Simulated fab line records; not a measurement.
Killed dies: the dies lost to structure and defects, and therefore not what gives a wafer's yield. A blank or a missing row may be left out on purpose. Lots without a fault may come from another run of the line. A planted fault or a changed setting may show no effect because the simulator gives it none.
Code-filled problem report in 8D (eight disciplines) form    flow n5_finfet    the parts of the form that need people (team, actions taken, sign-off) are left out

## 1. WHAT WENT WRONG
M3_ILD_THK at N5_BEOL_M3_THK_MEAS_01 reads a mean of 49.5 nm on 2 wafers of 2 lots; wafers without a fault read 79.2 nm with a standard deviation of 1.1. Measured from the usual mean, that is -27 standard deviations.
First observed at day 13 09:11: wafer L629.3, on film_metro-01. The record has a number at this step for 42 wafers belonging to 14 lots. The rule behind "out" and "out of limits": a value lying over 4 standard deviations away from the usual mean. The other wafers with a number count as sound.

## 2. WHAT IT IS, WHAT IT ISN'T
question                     is                            is not
which readings at this step  M3_ILD_THK                    -
which lots                   L629, L631                    L608, L610, L611, L612, L613, L614, L615, L616, L617, L620, L621, L626
which wafers of those lots   L629.3, L631.5                L629.1, L629.6, L631.1, L631.2
read on which gauges         film_metro-01, film_metro-02  -
when                         from day 13 09:11             up to then (38 sound wafers); but 2 sound wafers of L631 came after

## 3. WHAT RULES OUT EACH SUSPECT
Counting: if a tool at a process step up to the reading ran every lot that is out, it stays a suspect. Sound lots after the first of them don't rule it out here, since some wafers of a struck lot are sound.
- the gauge at N5_BEOL_M3_THK_MEAS_01 has been ruled out. Those wafers that are out were read across 2 gauges (film_metro-01, film_metro-02).
- pvd_sputter-03 at N5_BEOL_M2_ANNEAL_93 (time 240 s): kept. It processed each lot that is out (first: L629, day 13 06:56); up to then, its last sound lot is L620 (day 10 14:04).
- pvd_sputter-03 at N5_BEOL_M2_SPUTTER_96 (material Cu, target thk 4.5 nm, time 8.29 s): kept. It processed each lot that is out (first: L629, day 13 07:17); up to then, its last sound lot is L620 (day 10 14:25).
- pecvd-02 at N5_BEOL_M3_ILD_DEP_00 (deposits SiOC from DEMS/O2, target thk 79 nm, time 15.3 s): kept. It processed each lot that is out (first: L629, day 13 09:07); up to then, its last sound lot is L626 (day 12 07:28).
After the count, these remain: pvd_sputter-03 at N5_BEOL_M2_ANNEAL_93, pvd_sputter-03 at N5_BEOL_M2_SPUTTER_96 and pecvd-02 at N5_BEOL_M3_ILD_DEP_00.

## 4. THE CAUSE (what the simulator had put in)
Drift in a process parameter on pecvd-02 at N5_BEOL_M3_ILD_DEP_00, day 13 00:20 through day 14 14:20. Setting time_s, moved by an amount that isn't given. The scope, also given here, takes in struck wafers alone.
3 suspects survive the count, and this tool is in that group.

## 5. THE EFFECT CHAIN, in route order
Each row: a reading where the mean over the struck wafers with a number is more than 3 standard deviations away from the usual. Scope: only readings with a usual standard deviation given in the record; hours: median across lots of the time from each lot's start at the first step in this table that gives one to its start at this step; sigmas: change in usual standard deviations.
hours  step                    reading     usual    on struck wafers  change  sigmas
0      N5_BEOL_M3_THK_MEAS_01  M3_ILD_THK  79.2 nm  49.5              -29.7   -27
Readings that are blank on the struck wafers while sound wafers have them: susceptor_temp_C at N5_BEOL_M3_ILD_DEP_00.

## 6. HOW IT WOULD HAVE BEEN CAUGHT EARLIER
The first out-of-limits reading at a measuring or inspecting step in this record came at day 13 09:11, 9 hours after the fault's start at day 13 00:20.
Of the lots that are out (2), L631 began N5_BEOL_M3_ILD_DEP_00 on pecvd-02 after day 13 09:11. Had the tool been put on hold then, it would have been spared.
